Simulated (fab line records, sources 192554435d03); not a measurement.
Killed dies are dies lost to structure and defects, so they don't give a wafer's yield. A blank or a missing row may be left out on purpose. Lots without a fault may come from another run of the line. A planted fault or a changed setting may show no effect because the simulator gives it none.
Split-lot experiment | flow n5_finfet | 7 lots, 39 wafers read, on a route of 1938 steps

THE SPLIT
At N5_FIN_SAQP_MANDREL_ETCH_22 (etches a-Si in HBr/Cl2, stops on SiNx, target depth 60 nm, bt time 10 s, time 30 s), the setting icp_w was moved away from the recipe's 800 W on 18 of the 39 wafers read, by -17.9% to +13.4%. The other wafers ran this setting at the recipe's value.

The reading is taken at the split's own step.

THE READING
SOC_of_FIN_SAQP_COAT_49.thk_nm (the simulator's own value, which no gauge read), in nm, at N5_FIN_SAQP_MANDREL_ETCH_22 (etches a-Si in HBr/Cl2, stops on SiNx, target depth 60 nm, bt time 10 s, time 30 s). The file gives no usual value for it. The 21 wafers here that ran the recipe average 75.96 nm, standard deviation 0.41 nm.

wafer  | tool, chamber at the split | icp_w as run, W | against the recipe | SOC_of_FIN_SAQP_COAT_49.thk_nm, nm | against lot-mates on the recipe
L075.1 | rie_si-06, 1               | 800             | recipe             | 75.68                              | -
L075.2 | rie_si-06, 0               | 907.3           | +13.4%             | 74.45                              | -1.52
L075.3 | rie_si-06, 2               | 907.3           | +13.4%             | 74.96                              | -1.01
L075.4 | rie_si-06, 3               | 907.3           | +13.4%             | 75.18                              | -0.79
L075.5 | rie_si-06, 3               | 800             | recipe             | 76.24                              | -
L075.6 | rie_si-06, 0               | 800             | recipe             | 76                                 | -
L085.1 | rie_si-06, 0               | 656.7           | -17.9%             | 77.86                              | +1.83
L085.2 | rie_si-06, 3               | 800             | recipe             | 76.29                              | -
L085.3 | rie_si-06, 2               | 656.7           | -17.9%             | 78.24                              | +2.21
L085.4 | rie_si-06, 1               | 800             | recipe             | 75.55                              | -
L085.5 | rie_si-06, 2               | 800             | recipe             | 76.24                              | -
L085.6 | rie_si-06, 3               | 656.7           | -17.9%             | 77.99                              | +1.96
L086.1 | rie_si-06, 0               | 734.9           | -8.1%              | 77.05                              | +0.79
L086.2 | rie_si-06, 2               | 734.9           | -8.1%              | 77.53                              | +1.27
L086.3 | rie_si-06, 3               | 800             | recipe             | 76.87                              | -
L086.4 | rie_si-06, 1               | 800             | recipe             | 75.83                              | -
L086.5 | rie_si-06, 3               | 734.9           | -8.1%              | 77.52                              | +1.26
L086.6 | rie_si-06, 0               | 800             | recipe             | 76.08                              | -
L090.1 | rie_si-01, 2               | 839.5           | +4.9%              | 75.52                              | +0.12
L090.2 | rie_si-01, 3               | 800             | recipe             | 75.17                              | -
L090.3 | rie_si-01, 1               | 839.5           | +4.9%              | 74.99                              | -0.41
L090.4 | rie_si-01, 2               | 839.5           | +4.9%              | 75.19                              | -0.21
L090.5 | rie_si-01, 3               | 800             | recipe             | 75.64                              | -
L090.6 | rie_si-01, 1               | 800             | recipe             | 75.4                               | -
L092.1 | rie_si-06, 2               | 800             | recipe             | 76.09                              | -
L092.2 | rie_si-06, 1               | 701.9           | -12.3%             | 76.83                              | +0.74
L092.3 | rie_si-06, 3               | 800             | recipe             | 76.43                              | -
L092.4 | rie_si-06, 0               | 800             | recipe             | 75.74                              | -
L092.5 | rie_si-06, 3               | 701.9           | -12.3%             | 77.39                              | +1.30
L092.6 | rie_si-06, 0               | 701.9           | -12.3%             | 76.47                              | +0.38
L093.1 | rie_si-04, 3               | 800             | recipe             | 75.87                              | -
L093.3 | rie_si-04, 0               | 800             | recipe             | 75.39                              | -
L093.6 | rie_si-04, 3               | 800             | recipe             | 75.84                              | -
L096.1 | rie_si-06, 0               | 800             | recipe             | 76.26                              | -
L096.2 | rie_si-06, 2               | 747.4           | -6.6%              | 77.38                              | +1.12
L096.3 | rie_si-06, 3               | 800             | recipe             | 76.6                               | -
L096.4 | rie_si-06, 1               | 800             | recipe             | 75.91                              | -
L096.5 | rie_si-06, 0               | 747.4           | -6.6%              | 77.03                              | +0.77
L096.6 | rie_si-06, 1               | 747.4           | -6.6%              | 76.57                              | +0.31

THE FIT
A straight line over all 39 wafers: SOC_of_FIN_SAQP_COAT_49.thk_nm changes by -0.106 nm for each +1% of icp_w; r = -0.88; the points scatter about the line by 0.43 nm.
The same after taking each lot's own level away (the mean of its wafers on the recipe; 39 wafers): -0.0937 nm for each +1%; r = -0.90; scatter 0.35 nm.
On that fit, the largest move of icp_w shifts the reading by 1.7 nm.
The lots' own levels span 75.403 to 76.260 nm, that is 2.1 times the standard deviation above.
So the lot-to-lot level changes the slope: the two fits differ.
Check: with one of the wafers moved furthest among these (-17.9%) left out of the fit, the line predicts +1.73 nm for it against its lot-mates. It came out at +1.83 nm against them.

THE FILE'S OWN FIT
SOC_of_FIN_SAQP_COAT_49.thk_nm changes by -0.096 nm for each +1% of icp_w, r = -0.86.
